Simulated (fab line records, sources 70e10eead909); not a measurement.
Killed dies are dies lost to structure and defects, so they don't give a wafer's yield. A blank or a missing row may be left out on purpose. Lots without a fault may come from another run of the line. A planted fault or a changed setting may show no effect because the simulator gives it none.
fab line records | flow nand_harc
record lots=14 wafers=42 last_day=34
route steps=1302 shown A_DECK1_JOINT@539 A_ONON_D2@556 A_CHANNEL_HOLE_D2@570 END@1302
lots that met no fault: from a run of the same line without faults
start_h: hours from the record's first day to the start of the lot's first wafer shown | wait_h: hours since the lot's step before | " the same as in the row above | L1.1+2: a row that stands for several wafers | - no value, or no start given | * or withheld: withheld | < > ~ a bound
route shown NAME@n: a module of which the file shows steps, and the number in the route of the first | usual: mean/standard deviation of fault-free wafers | same: alike in all rows | chamber/n: place in a boat | sites: the reading at each site | _std_site: their standard deviation | _edge_site: outer sites' mean less inner sites' | radius_mm: how far each site lies from the wafer's centre | mask NAME#n: copy n | behind: the tool/chamber that last shaped the wafer | hold: why the lot was held/for how many hours/how that ended | device: the transistor (n, p or np) that didn't switch | end of line: the same wafers' tests at the end of the route | a step without rows: its recipe alone | killed: dies lost to structure and defects at the first sort, not the wafer's yield | map: a wafer's dies, x killed, . not, _ none there
set.NAME: the setting as run; set.NAME@STEP: as run at that earlier step | model.NAME: the simulator's own value behind a step, which no gauge read
steps of the route over a sample of lots; a table a step, a row a wafer
services: from which hour (start_h, from the record's first day; less than 0 if before it) a tool's chamber was out of use, for how many hours, and why
## steps
# step NHARC_A_DECK1_JOINT_CMP_02
# recipe material=SiOx
# usual motor_current_A=11.9/0.93
# columns lot.wafer tool chamber start_h wait_h motor_current_A
L732.4 cmp-04 3 278.74 0.4 11.9
L732.1 " 0 " " 12.1
L732.3 " 1 " " 9.9
L733.4 cmp-04 3 296.71 0.4 11.8
L733.1 " 0 " " 12.2
L733.6 " 2 " " 12.8
L735.3 cmp-02 1 309.07 0.4 11.9
L735.4 " 0 " " 12.8
L735.6 " 2 " " 13.1
L736.4 cmp-03 3 309.07 0.4 12.5
L736.1 " 1 " " 11.7
L736.5 " 3 " " 12.1
L734.3 cmp-03 1 309.29 0.6 11.5
L734.5 " 2 " " 12.6
L734.6 " 3 " " 12.5
L738.4 cmp-02 0 340.22 0.4 12.7
L738.3 " 1 " " 11.5
L738.5 " 3 " " 10.9
L742.4 cmp-04 2 393.24 0.4 12.8
L742.5 " 1 " " 10.5
L742.6 " 2 " " 12.9
L743.2 cmp-03 0 401.31 0.4 10.5
L743.5 " 1 " " 12.1
L743.6 " 2 " " 12.0
L744.2 cmp-02 0 405.69 0.4 12.6
L744.3 " 1 " " 11.3
L744.6 " 3 " " 10.4
L749.4 cmp-04 2 449.41 0.4 12.4
L749.3 " 0 " " 11.8
L749.5 " 2 " " 12.4
L751.4 cmp-03 3 475.51 0.4 12.6
L751.6 " 1 " " 11.5
L751.5 " 2 " " 12.1
L753.1 cmp-02 2 489.23 0.4 13.4
L753.4 " 0 " " 12.9
L753.5 " 2 " " 13.2
L752.2 cmp-03 3 489.26 0.4 12.6
L752.4 " 1 " " 11.8
L752.5 " 3 " " 13.3
L754.1 cmp-02 2 512.56 0.4 13.3
L754.3 " 3 " " 10.3
L754.5 " 1 " " 11.6
# step NHARC_A_DECK1_JOINT_INSPECT_05
# usual raw_defect_count=299/100
# columns lot.wafer tool chamber start_h wait_h raw_defect_count
L732.1 defect_inspect-01 - 279.44 0.0 350
L732.3 " - " " 219
L732.4 " - " " 323
L733.1 defect_inspect-02 - 297.37 0.0 150
L733.4 " - " " 249
L733.6 " - " " 171
L736.1 defect_inspect-02 - 309.77 0.0 327
L736.4 " - " " 506
L736.5 " - " " 475
L735.3 defect_inspect-01 - 309.77 0.0 177
L735.4 " - " " 310
L735.6 " - " " 190
L734.3 defect_inspect-02 - 309.95 0.0 326
L734.5 " - " " 279
L734.6 " - " " 373
L738.3 defect_inspect-01 - 340.90 0.0 137
L738.4 " - " " 182
L738.5 " - " " 236
L742.4 defect_inspect-01 - 394.01 0.0 198
L742.5 " - " " 379
L742.6 " - " " 268
L743.2 defect_inspect-02 - 401.94 0.0 207
L743.5 " - " " 247
L743.6 " - " " 299
L744.2 defect_inspect-01 - 406.37 0.0 342
L744.3 " - " " 366
L744.6 " - " " 370
L749.3 defect_inspect-02 - 450.27 0.0 287
L749.4 " - " " 304
L749.5 " - " " 204
L751.4 defect_inspect-02 - 476.17 0.0 314
L751.5 " - " " 253
L751.6 " - " " 270
L753.1 defect_inspect-02 - 489.93 0.0 157
L753.4 " - " " 280
L753.5 " - " " 225
L752.2 defect_inspect-02 - 490.11 0.0 204
L752.4 " - " " 399
L752.5 " - " " 202
L754.1 defect_inspect-01 - 513.27 0.0 378
L754.3 " - " " 354
L754.5 " - " " 344
# step NHARC_A_ONON_D2_DEP_16
# recipe target_thk_a=10000 n2_flow_sccm=2750 n2o_flow_sccm=2000 nh3_flow_sccm=500 sih4_flow_sccm=210 temp_c=400
# columns lot.wafer tool chamber start_h wait_h
L732.1+3+4 pecvd_onon-01 0 289.18 0.4
L733.1+4+6 pecvd_onon-04 0 311.11 0.4
L736.1+4+5 pecvd_onon-01 0 320.23 0.4
L735.3+4+6 pecvd_onon-02 0 320.35 0.5
L734.3+5+6 pecvd_onon-01 0 320.70 0.8
L738.3+4+5 pecvd_onon-01 0 352.83 0.5
L742.4+5+6 pecvd_onon-01 0 403.84 0.6
L743.2+5+6 pecvd_onon-04 0 412.02 0.4
L744.2+3+6 pecvd_onon-01 0 416.84 0.4
L749.3+4+5 pecvd_onon-04 0 460.51 0.5
L751.4+5+6 pecvd_onon-02 0 486.41 0.5
L752.2+4+5 pecvd_onon-01 0 500.02 0.4
L753.1+4+5 pecvd_onon-02 0 500.22 0.6
L754.1+3+5 pecvd_onon-01 0 524.26 0.4
# step NHARC_A_ONON_D2_THK_MEAS_18
# recipe thk_meas_gauge=ellipsometry
# usual thk_nm=1001/12
# columns lot.wafer tool chamber start_h wait_h thk_nm
L732.1 film_metro-01 - 289.69 - 1021
L732.3 " - " " 1018
L732.4 " - " " 1020
L733.1 film_metro-01 - 311.61 - 992
L733.4 " - " " 992
L733.6 " - " " 992
L736.1 film_metro-01 - 320.74 - 1028
L736.4 " - " " 1029
L736.5 " - " " 1028
L735.3 film_metro-02 - 320.75 - 987
L735.4 " - " " 988
L735.6 " - " " 987
L734.3 film_metro-02 - 321.10 - 986
L734.5 " - " " 984
L734.6 " - " " 984
L738.3 film_metro-02 - 353.22 - 984
L738.4 " - " " 984
L738.5 " - " " 984
L742.4 film_metro-02 - 404.18 - 1010
L742.5 " - " " 1010
L742.6 " - " " 767
L743.2 film_metro-02 - 412.48 - 999
L743.5 " - " " 1001
L743.6 " - " " 1002
L744.2 film_metro-01 - 417.29 - 755
L744.3 " - " " 999
L744.6 " - " " 756
L749.3 film_metro-01 - 460.91 - 992
L749.4 " - " " 994
L749.5 " - " " 993
L751.4 film_metro-02 - 486.75 - 1000
L751.5 " - " " 1000
L751.6 " - " " 997
L752.2 film_metro-01 - 500.47 - 1010
L752.4 " - " " 1010
L752.5 " - " " 1009
L753.1 film_metro-01 - 500.73 - 1000
L753.4 " - " " 1000
L753.5 " - " " 1000
L754.1 film_metro-01 - 524.77 - 1019
L754.3 " - " " 1017
L754.5 " - " " 1019
# step NHARC_A_CHANNEL_HOLE_D2_DEP_00
# recipe target_thk_a=31000 temp_c=400 material=aC
# usual throttle_valve_pct=35.000/0.0087
# columns lot.wafer tool chamber start_h wait_h throttle_valve_pct
L732.1 acl_dep-01 0 295.65 3.2 35.005
L732.3 " 0 " " 35.013
L732.4 " 0 " " 35.003
L733.1 acl_dep-03 0 318.98 4.2 34.999
L733.4 " 0 " " 35.003
L733.6 " 0 " " 34.995
L736.1 acl_dep-01 0 327.26 3.3 35.012
L736.4 " 0 " " 35.001
L736.5 " 0 " " 35.002
L735.3 acl_dep-03 0 327.72 4.0 34.997
L735.4 " 0 " " 35.007
L735.6 " 0 " " 34.996
L734.3 acl_dep-02 0 328.54 4.3 34.979
L734.5 " 0 " " 34.982
L734.6 " 0 " " 35.001
L738.3 acl_dep-02 0 356.73 0.7 35.005
L738.4 " 0 " " 34.995
L738.5 " 0 " " 35.010
L742.4 acl_dep-01 0 408.01 1.0 35.005
L742.5 " 0 " " 34.990
L743.2 acl_dep-03 0 415.68 0.4 35.006
L743.5 " 0 " " 34.994
L743.6 " 0 " " 34.997
L744.3 acl_dep-01 0 421.59 1.5 34.989
L749.3 acl_dep-01 0 464.90 1.2 34.995
L749.4 " 0 " " 35.001
L749.5 " 0 " " 34.997
L751.4 acl_dep-01 0 490.56 1.0 35.008
L751.5 " 0 " " 35.004
L751.6 " 0 " " 34.995
L753.1 acl_dep-03 0 504.31 0.4 34.997
L753.4 " 0 " " 34.996
L753.5 " 0 " " 34.997
L752.2 acl_dep-01 0 504.47 1.1 35.006
L752.4 " 0 " " 35.003
L752.5 " 0 " " 34.997
L754.1 acl_dep-01 0 533.12 5.5 35.019
L754.3 " 0 " " 35.002
L754.5 " 0 " " 35.004
# step NHARC_END_SORT_01
# recipe temp_c=25
# usual killed_at_array=56/19 killed_at_other=1.0/1.3 killed_at_periphery=3.8/2.2 killed_dies=61/19 killed_open=3.1/1.9 killed_short=2.3/1.5
# same gross_dies=677
# columns lot.wafer tool chamber start_h wait_h killed_at_array killed_at_other killed_at_periphery killed_dies killed_open killed_short
L732.1 prober-01 0 572.64 2.5 67 1 2 70 2 2
L732.3 prober-01 0 574.25 3.1 65 4 2 71 4 0
L732.4 prober-01 0 575.06 3.4 60 2 3 65 4 6
L733.1 prober-02 0 585.54 2.5 32 3 6 41 8 5
L733.4 prober-02 0 587.93 3.4 19 0 10 29 2 4
L733.6 prober-02 0 589.52 4.0 25 0 7 32 6 1
L735.3 prober-02 0 594.94 3.1 88 0 2 90 3 4
L735.4 prober-02 0 595.74 3.4 73 3 0 76 2 5
L735.6 prober-02 0 597.32 4.0 74 0 6 80 5 2
L736.1 prober-01 0 600.59 2.5 43 0 4 47 3 1
L736.4 prober-01 0 602.96 3.4 49 4 5 58 3 3
L736.5 prober-01 0 603.75 3.7 45 0 3 48 1 2
L734.3 prober-02 0 602.71 3.1 57 0 5 62 4 1
L734.5 prober-02 0 604.30 3.7 43 0 2 45 2 3
L734.6 prober-02 0 605.09 4.0 45 0 6 51 2 1
L738.3 prober-02 0 634.41 3.1 76 0 5 81 2 2
L738.4 prober-02 0 635.21 3.4 79 0 6 85 0 4
L738.5 prober-02 0 636.01 3.7 79 1 7 87 2 2
L742.4 prober-02 0 677.74 3.4 71 0 4 75 2 3
L742.5 prober-02 0 678.54 3.7 60 0 0 60 2 2
L742.6 prober-02 0 679.34 4.0 673 2 2 677 2 2
L743.2 prober-01 0 681.76 2.8 24 1 3 28 2 3
L743.5 prober-01 0 684.19 3.7 23 1 4 28 2 2
L743.6 prober-01 0 685.00 4.0 15 0 4 19 4 2
L744.2 prober-02 0 701.43 2.8 666 6 5 677 1 5
L744.3 prober-02 0 702.22 3.1 75 0 5 80 2 5
L744.6 prober-02 0 704.62 4.0 672 4 1 677 6 2
L749.3 prober-02 0 744.45 3.1 30 1 2 33 4 0
L749.4 prober-02 0 745.26 3.4 32 0 2 34 1 0
L749.5 prober-02 0 746.06 3.7 37 0 0 37 4 2
L751.4 prober-02 0 753.08 3.4 32 0 7 39 2 2
L751.5 prober-02 0 753.87 3.7 37 2 4 43 4 4
L751.6 prober-02 0 754.67 4.0 37 3 4 44 6 4
L753.1 prober-01 0 771.99 2.5 45 2 4 51 2 5
L753.4 prober-01 0 774.39 3.4 45 3 5 53 3 3
L753.5 prober-01 0 775.19 3.7 50 2 1 53 2 3
L752.2 prober-02 0 773.31 2.8 52 1 0 53 2 2
L752.4 prober-02 0 774.90 3.4 78 0 1 79 9 2
L752.5 prober-02 0 775.70 3.7 48 1 6 55 2 1
L754.1 prober-02 0 803.74 2.5 70 0 2 72 1 0
L754.3 prober-02 0 805.33 3.1 73 1 3 77 3 5
L754.5 prober-02 0 806.93 3.7 84 3 1 88 5 3
# killed by level:class
L732.1 A_SLIT:chamber_film_flake=30 A_CHANNEL_HOLE_D2:chamber_film_flake=13 A_STAIRCASE:chamber_film_flake=9 A_CHANNEL_HOLE_D1:chamber_film_flake=3 A_CONTACT:unspecified=3 P_GATE:chamber_film_flake=2 A_CONTACT:chamber_film_flake=2 A_SOURCE_PLATE:geometric_particle:open=1
L732.3 A_SLIT:chamber_film_flake=29 A_STAIRCASE:chamber_film_flake=10 A_CHANNEL_HOLE_D2:chamber_film_flake=8 A_CHANNEL_FILL_D2:chamber_film_flake=4 THIN_TSV:chamber_film_flake=4 A_ZERO_WELL:chamber_film_flake=3 A_CONTACT:chamber_film_flake=3 A_CONTACT:unspecified=3
L732.4 A_SLIT:chamber_film_flake=30 A_CHANNEL_HOLE_D2:chamber_film_flake=7 A_STAIRCASE:chamber_film_flake=7 A_CONTACT:chamber_film_flake=3 A_DECK1_JOINT:geometric_particle:short=2 A_WL_FILL:geometric_particle:short=2 A_ZERO_WELL:chamber_film_flake=2 A_CONTACT:unspecified=2
L733.1 A_CHANNEL_HOLE_D2:chamber_film_flake=11 A_STAIRCASE:chamber_film_flake=6 A_CHANNEL_FILL_D1:geometric_particle:open=2 A_CONTACT:chamber_film_flake=2 THIN_TSV:chamber_film_flake=2 P_CONTACT:geometric_particle:open=1 P_M0:geometric_particle:open=1 P_M1:geometric_particle:short=1
L733.4 P_GATE:chamber_film_flake=7 A_WL_FILL:chamber_film_flake=5 A_CHANNEL_HOLE_D2:chamber_film_flake=3 A_CONTACT:chamber_film_flake=3 A_CHANNEL_FILL_D1:geometric_particle:short=2 P_GATE:geometric_particle:open=1 P_CONTACT:geometric_particle:open=1 A_CHANNEL_FILL_D2:geometric_particle:short=1
L733.6 A_CHANNEL_HOLE_D2:chamber_film_flake=10 P_GATE:chamber_film_flake=4 A_CONTACT:chamber_film_flake=4 A_STAIRCASE:chamber_film_flake=3 P_GATE:geometric_particle:open=1 P_M0:geometric_particle:open=1 A_SOURCE_PLATE:geometric_particle:open=1 A_DECK1_JOINT:geometric_particle:short=1
L735.3 A_CHANNEL_HOLE_D1:chamber_film_flake=37 A_SLIT:chamber_film_flake=26 A_CHANNEL_HOLE_D2:chamber_film_flake=12 A_STAIRCASE:chamber_film_flake=3 A_M0:geometric_particle:short=2 A_WL_FILL:chamber_film_flake=2 P_GATE:geometric_particle:open=1 A_ONON_D1:geometric_particle:short=1
L735.4 A_CHANNEL_HOLE_D1:chamber_film_flake=30 A_SLIT:chamber_film_flake=24 A_CHANNEL_HOLE_D2:chamber_film_flake=7 THIN_TSV:chamber_film_flake=3 A_WL_FILL:geometric_particle:short=2 A_ZERO_WELL:chamber_film_flake=2 A_ONON_D1:geometric_particle:short=1 A_DECK1_JOINT:geometric_particle:open=1
L735.6 A_CHANNEL_HOLE_D1:chamber_film_flake=34 A_SLIT:chamber_film_flake=26 A_CHANNEL_HOLE_D2:chamber_film_flake=6 P_STI:chamber_film_flake=2 P_GATE:geometric_particle:open=1 P_M0:geometric_particle:open=1 P_M2:geometric_particle:open=1 A_CHANNEL_FILL_D1:geometric_particle:short=1
L736.1 A_CHANNEL_HOLE_D2:chamber_film_flake=31 A_CHANNEL_HOLE_D1:chamber_film_flake=5 A_CONTACT:chamber_film_flake=2 P_M2:geometric_particle:open=1 A_ONON_D2:geometric_particle:open=1 A_CHANNEL_FILL_D2:geometric_particle:open=1 A_M0:geometric_particle:short=1 P_ZERO_WELL:chamber_film_flake=1
L734.3 A_SLIT:chamber_film_flake=30 A_CHANNEL_HOLE_D2:chamber_film_flake=10 A_CONTACT:chamber_film_flake=10 P_GATE:chamber_film_flake=4 A_CHANNEL_HOLE_D1:geometric_particle:open=1 A_CHANNEL_FILL_D2:geometric_particle:open=1 A_WL_FILL:geometric_particle:short=1 A_CONTACT:geometric_particle:open=1
L736.4 A_CHANNEL_HOLE_D2:chamber_film_flake=34 THIN_TSV:chamber_film_flake=4 P_M2:chamber_film_flake=3 A_CHANNEL_FILL_D2:chamber_film_flake=3 A_CONTACT:chamber_film_flake=3 A_CHANNEL_HOLE_D1:chamber_film_flake=2 P_M0:geometric_particle:open=1 A_CHANNEL_FILL_D1:geometric_particle:short=1
L736.5 A_CHANNEL_HOLE_D2:chamber_film_flake=33 P_M2:chamber_film_flake=2 A_ZERO_WELL:chamber_film_flake=2 A_CHANNEL_HOLE_D1:chamber_film_flake=2 A_DECK1_JOINT:chamber_film_flake=2 A_CONTACT:chamber_film_flake=2 P_STI:geometric_particle:short=1 A_CHANNEL_FILL_D1:geometric_particle:open=1
L734.5 A_SLIT:chamber_film_flake=21 A_CHANNEL_HOLE_D2:chamber_film_flake=10 A_CONTACT:chamber_film_flake=3 P_GATE:chamber_film_flake=2 A_CHANNEL_HOLE_D1:chamber_film_flake=2 A_ONON_D1:geometric_particle:open=1 A_ONON_D1:geometric_particle:short=1 A_CONTACT:geometric_particle:short=1
L734.6 A_SLIT:chamber_film_flake=22 A_CHANNEL_HOLE_D1:chamber_film_flake=5 A_CHANNEL_HOLE_D2:chamber_film_flake=5 A_CONTACT:chamber_film_flake=5 P_CONTACT:chamber_film_flake=2 P_M1:chamber_film_flake=2 A_STAIRCASE:chamber_film_flake=2 A_M1:chamber_film_flake=2
L738.3 A_SLIT:chamber_film_flake=28 A_CHANNEL_HOLE_D2:chamber_film_flake=26 A_CHANNEL_HOLE_D1:chamber_film_flake=6 P_M0:chamber_film_flake=4 A_CONTACT:chamber_film_flake=3 A_WL_FILL:chamber_film_flake=3 A_CHANNEL_FILL_D1:chamber_film_flake=2 A_CHANNEL_FILL_D2:chamber_film_flake=2
L738.4 A_CHANNEL_HOLE_D2:chamber_film_flake=30 A_SLIT:chamber_film_flake=23 P_M0:chamber_film_flake=5 A_WL_FILL:chamber_film_flake=5 A_CHANNEL_HOLE_D1:chamber_film_flake=4 A_CHANNEL_FILL_D2:chamber_film_flake=4 A_M1:chamber_film_flake=4 A_CONTACT:chamber_film_flake=3
L738.5 A_CHANNEL_HOLE_D2:chamber_film_flake=30 A_SLIT:chamber_film_flake=26 A_CONTACT:chamber_film_flake=8 A_CHANNEL_HOLE_D1:chamber_film_flake=7 P_M0:chamber_film_flake=4 A_M1:chamber_film_flake=3 A_WL_FILL:chamber_film_flake=2 P_STI:geometric_particle:short=1
L742.4 A_CHANNEL_HOLE_D1:chamber_film_flake=28 A_SLIT:chamber_film_flake=28 A_WL_FILL:chamber_film_flake=5 A_CHANNEL_FILL_D1:chamber_film_flake=3 A_STAIRCASE:chamber_film_flake=2 A_CONTACT:chamber_film_flake=2 P_STI:geometric_particle:short=1 P_M0:geometric_particle:open=1
L742.5 A_CHANNEL_HOLE_D1:chamber_film_flake=29 A_SLIT:chamber_film_flake=21 A_CONTACT:chamber_film_flake=2 A_CHANNEL_FILL_D1:geometric_particle:short=1 A_DECK1_JOINT:geometric_particle:open=1 A_ONON_D2:geometric_particle:short=1 A_WL_FILL:geometric_particle:open=1 A_ZERO_WELL:chamber_film_flake=1
L742.6 A_ONON_D2:area_dep=598 A_CHANNEL_HOLE_D1:chamber_film_flake=30 A_SLIT:chamber_film_flake=28 A_WL_FILL:chamber_film_flake=4 A_CONTACT:chamber_film_flake=4 A_ZERO_WELL:chamber_film_flake=3 A_CHANNEL_FILL_D2:geometric_particle:open=2 A_STAIRCASE:chamber_film_flake=2
L743.2 A_CHANNEL_HOLE_D1:chamber_film_flake=7 P_CONTACT:chamber_film_flake=3 A_STAIRCASE:chamber_film_flake=3 A_SLIT:chamber_film_flake=3 A_WL_FILL:chamber_film_flake=2 A_CONTACT:chamber_film_flake=2 A_CHANNEL_FILL_D1:geometric_particle:open=1 A_CHANNEL_FILL_D1:geometric_particle:short=1
L743.5 A_CHANNEL_HOLE_D1:chamber_film_flake=11 A_BLC:chamber_film_flake=4 P_CONTACT:chamber_film_flake=3 A_WL_FILL:chamber_film_flake=2 A_CONTACT:chamber_film_flake=2 P_CONTACT:geometric_particle:short=1 A_SOURCE_PLATE:geometric_particle:open=1 A_ONON_D1:geometric_particle:short=1
L743.6 A_CHANNEL_HOLE_D1:chamber_film_flake=6 P_STI:chamber_film_flake=2 A_STAIRCASE:chamber_film_flake=2 P_GATE:geometric_particle:open=1 P_M2:geometric_particle:open=1 A_DECK1_JOINT:geometric_particle:short=1 A_CONTACT:geometric_particle:open=1 A_BLC:geometric_particle:short=1
L744.2 A_ONON_D2:area_dep=587 A_SLIT:chamber_film_flake=41 A_CHANNEL_HOLE_D1:chamber_film_flake=25 THIN_TSV:chamber_film_flake=6 A_CONTACT:chamber_film_flake=5 P_M1:chamber_film_flake=2 P_GATE:geometric_particle:short=1 P_M2:geometric_particle:short=1
L744.3 A_SLIT:chamber_film_flake=33 A_CHANNEL_HOLE_D1:chamber_film_flake=30 P_M1:chamber_film_flake=3 A_ONON_D1:geometric_particle:short=2 A_WL_FILL:chamber_film_flake=2 A_STAIRCASE:chamber_film_flake=2 A_CONTACT:chamber_film_flake=2 P_CONTACT:geometric_particle:open=1
L744.6 A_ONON_D2:area_dep=605 A_CHANNEL_HOLE_D1:chamber_film_flake=29 A_SLIT:chamber_film_flake=24 THIN_TSV:chamber_film_flake=4 A_WL_FILL:chamber_film_flake=3 A_ONON_D2:geometric_particle:open=2 A_DECK1_JOINT:chamber_film_flake=2 A_CHANNEL_FILL_D1:geometric_particle:open=1
L749.3 A_CHANNEL_HOLE_D1:chamber_film_flake=17 A_SLIT:chamber_film_flake=3 A_CHANNEL_HOLE_D2:chamber_film_flake=2 A_STAIRCASE:chamber_film_flake=2 P_M0:geometric_particle:open=1 A_ONON_D1:geometric_particle:open=1 A_CHANNEL_FILL_D2:geometric_particle:open=1 A_CONTACT:geometric_particle:open=1
L749.4 A_CHANNEL_HOLE_D1:chamber_film_flake=13 A_SLIT:chamber_film_flake=8 A_STAIRCASE:chamber_film_flake=4 A_ZERO_WELL:chamber_film_flake=2 A_CONTACT:chamber_film_flake=2 A_CHANNEL_FILL_D2:geometric_particle:open=1 P_GATE:chamber_film_flake=1 P_BONDPAD:chamber_film_flake=1
L749.5 A_CHANNEL_HOLE_D1:chamber_film_flake=12 A_STAIRCASE:chamber_film_flake=6 A_CHANNEL_HOLE_D2:chamber_film_flake=5 A_WL_FILL:chamber_film_flake=4 A_M0:geometric_particle:open=2 A_SLIT:chamber_film_flake=2 A_CHANNEL_FILL_D2:geometric_particle:short=1 A_CHANNEL_FILL_D2:geometric_particle:open=1
L751.4 A_CHANNEL_HOLE_D1:chamber_film_flake=14 A_SLIT:chamber_film_flake=5 P_ZERO_WELL:chamber_film_flake=4 A_CONTACT:chamber_film_flake=4 P_GATE:chamber_film_flake=3 A_ONON_D1:geometric_particle:open=2 A_STAIRCASE:chamber_film_flake=2 A_DECK1_JOINT:geometric_particle:short=1
L751.5 A_CHANNEL_HOLE_D1:chamber_film_flake=15 A_SLIT:chamber_film_flake=6 A_STAIRCASE:chamber_film_flake=3 A_ONON_D2:geometric_particle:open=2 A_CHANNEL_FILL_D2:geometric_particle:short=2 P_GATE:chamber_film_flake=2 THIN_TSV:chamber_film_flake=2 A_WL_FILL:chamber_film_flake=2
L751.6 A_CHANNEL_HOLE_D1:chamber_film_flake=12 A_SLIT:chamber_film_flake=5 A_STAIRCASE:chamber_film_flake=3 THIN_TSV:chamber_film_flake=3 P_GATE:chamber_film_flake=2 A_DECK1_JOINT:chamber_film_flake=2 A_CHANNEL_FILL_D2:chamber_film_flake=2 A_CONTACT:chamber_film_flake=2
L753.1 A_CHANNEL_HOLE_D2:chamber_film_flake=26 A_SLIT:chamber_film_flake=7 A_CONTACT:chamber_film_flake=6 A_WL_FILL:geometric_particle:short=2 THIN_TSV:chamber_film_flake=2 P_CONTACT:geometric_particle:open=1 P_M1:geometric_particle:short=1 A_CHANNEL_FILL_D1:geometric_particle:open=1
L752.2 A_SLIT:chamber_film_flake=23 A_CHANNEL_HOLE_D1:chamber_film_flake=13 A_CONTACT:chamber_film_flake=5 A_CHANNEL_FILL_D1:chamber_film_flake=3 A_SOURCE_PLATE:geometric_particle:open=1 A_DECK1_JOINT:geometric_particle:open=1 A_SGD_CUT:geometric_particle:short=1 A_BLC:geometric_particle:short=1
L753.4 A_CHANNEL_HOLE_D2:chamber_film_flake=24 A_SLIT:chamber_film_flake=10 P_ZERO_WELL:chamber_film_flake=3 THIN_TSV:chamber_film_flake=3 A_CHANNEL_FILL_D2:chamber_film_flake=2 A_CONTACT:chamber_film_flake=2 P_M0:geometric_particle:open=1 A_ONON_D1:geometric_particle:short=1
L752.4 A_SLIT:chamber_film_flake=35 A_CHANNEL_HOLE_D1:chamber_film_flake=22 A_CONTACT:chamber_film_flake=4 A_M0:geometric_particle:open=2 A_ZERO_WELL:chamber_film_flake=2 A_ONON_D1:geometric_particle:open=1 A_CHANNEL_FILL_D1:geometric_particle:short=1 A_ONON_D2:geometric_particle:open=1
L753.5 A_CHANNEL_HOLE_D2:chamber_film_flake=33 A_SLIT:chamber_film_flake=9 THIN_TSV:chamber_film_flake=2 A_ONON_D1:geometric_particle:short=1 A_DECK1_JOINT:geometric_particle:short=1 A_CHANNEL_HOLE_D2:geometric_particle:open=1 A_WL_FILL:geometric_particle:short=1 A_M1:geometric_particle:open=1
L752.5 A_SLIT:chamber_film_flake=28 A_CHANNEL_HOLE_D1:chamber_film_flake=10 A_CONTACT:chamber_film_flake=6 P_ZERO_WELL:chamber_film_flake=3 A_CHANNEL_FILL_D1:geometric_particle:short=1 A_ONON_D2:geometric_particle:open=1 A_SGD_CUT:geometric_particle:open=1 P_STI:chamber_film_flake=1
L754.1 A_CHANNEL_HOLE_D2:chamber_film_flake=29 A_SLIT:chamber_film_flake=14 A_CHANNEL_HOLE_D1:chamber_film_flake=12 A_CONTACT:chamber_film_flake=8 A_STAIRCASE:chamber_film_flake=3 A_CONTACT:geometric_particle:open=1 P_GATE:chamber_film_flake=1 P_M2:chamber_film_flake=1
L754.3 A_CHANNEL_HOLE_D2:chamber_film_flake=28 A_CONTACT:chamber_film_flake=14 A_CHANNEL_HOLE_D1:chamber_film_flake=11 A_SLIT:chamber_film_flake=7 A_CHANNEL_FILL_D2:chamber_film_flake=2 A_STAIRCASE:chamber_film_flake=2 P_GATE:geometric_particle:short=1 P_M0:geometric_particle:open=1
L754.5 A_CHANNEL_HOLE_D2:chamber_film_flake=40 A_CHANNEL_HOLE_D1:chamber_film_flake=16 A_CONTACT:chamber_film_flake=11 A_SLIT:chamber_film_flake=9 THIN_TSV:chamber_film_flake=3 A_ONON_D2:geometric_particle:open=2 A_M0:geometric_particle:open=2 P_M0:geometric_particle:open=1
## services
# columns tool chamber start_h hours kind
pecvd_onon-01 - 269.08 13.0 pm
cmp-04 - 273.58 1.6 repair
cmp-03 - 274.83 2.9 repair
cmp-04 - 281.35 8.2 repair
cmp-03 - 296.07 4.0 pm
cmp-04 - 297.87 0.6 repair
acl_dep-03 - 302.86 13.0 pm
cmp-04 - 307.00 4.0 pm
cmp-02 - 318.06 2.7 repair
cmp-02 - 330.63 4.0 pm
cmp-02 - 368.37 0.6 repair
acl_dep-01 - 370.08 13.0 pm
cmp-04 - 383.54 3.8 repair
cmp-03 - 394.07 4.0 pm
cmp-04 - 405.00 4.0 pm
cmp-04 - 420.36 1.7 repair
cmp-02 - 424.27 2.7 repair
cmp-02 - 428.63 4.0 pm
pecvd_onon-01 - 450.08 13.0 pm
cmp-02 - 451.87 6.1 repair
cmp-04 - 485.11 3.2 repair
cmp-03 - 492.13 4.0 pm
cmp-03 - 508.54 12.7 repair
cmp-02 - 526.63 4.0 pm
## key
first_sign step=NHARC_A_ONON_D2_THK_MEAS_18 reading=thk_nm direction=down sigmas=21 usual=1001 struck=760
effect step=NHARC_END_SORT_01 reading=killed_at_array direction=up sigmas=33 usual=56 struck=670
more_kills_born_at NHARC_A_ONON_D2_DEP_16@pecvd_onon-01=1790
met_at NHARC_A_ONON_D2_DEP_16
struck_lots L742,L744
struck_wafers L742.6,L744.2,L744.6
later_rows_left_out L742.6,L744.2,L744.6
tester_left_out L742,L744
not_acting_at NHARC_A_DECK1_JOINT_CMP_02,NHARC_A_DECK1_JOINT_INSPECT_05,NHARC_A_CHANNEL_HOLE_D2_DEP_00
onset_between 352.83 403.84
fault kind=process_parameter_drift tool=pecvd_onon-01 chamber=- onset_h=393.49 steps=NHARC_A_ONON_D2_DEP_16 channel=target_thk_a offset=* shape=step end_h=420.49 scope=struck_wafers_only acts_in=* stated=*
# tester_left_out: of these lots the tester's yield and bins aren't shown, on N5 and GAA mostly nor the transistor test; their killed dies are dies lost to structure and defects alone, not to doping, threshold or leakage, so they don't give the yield
# later_rows_left_out: the simulator's readings of these wafers behind a module that went badly wrong aren't trusted and aren't shown, but for the sort
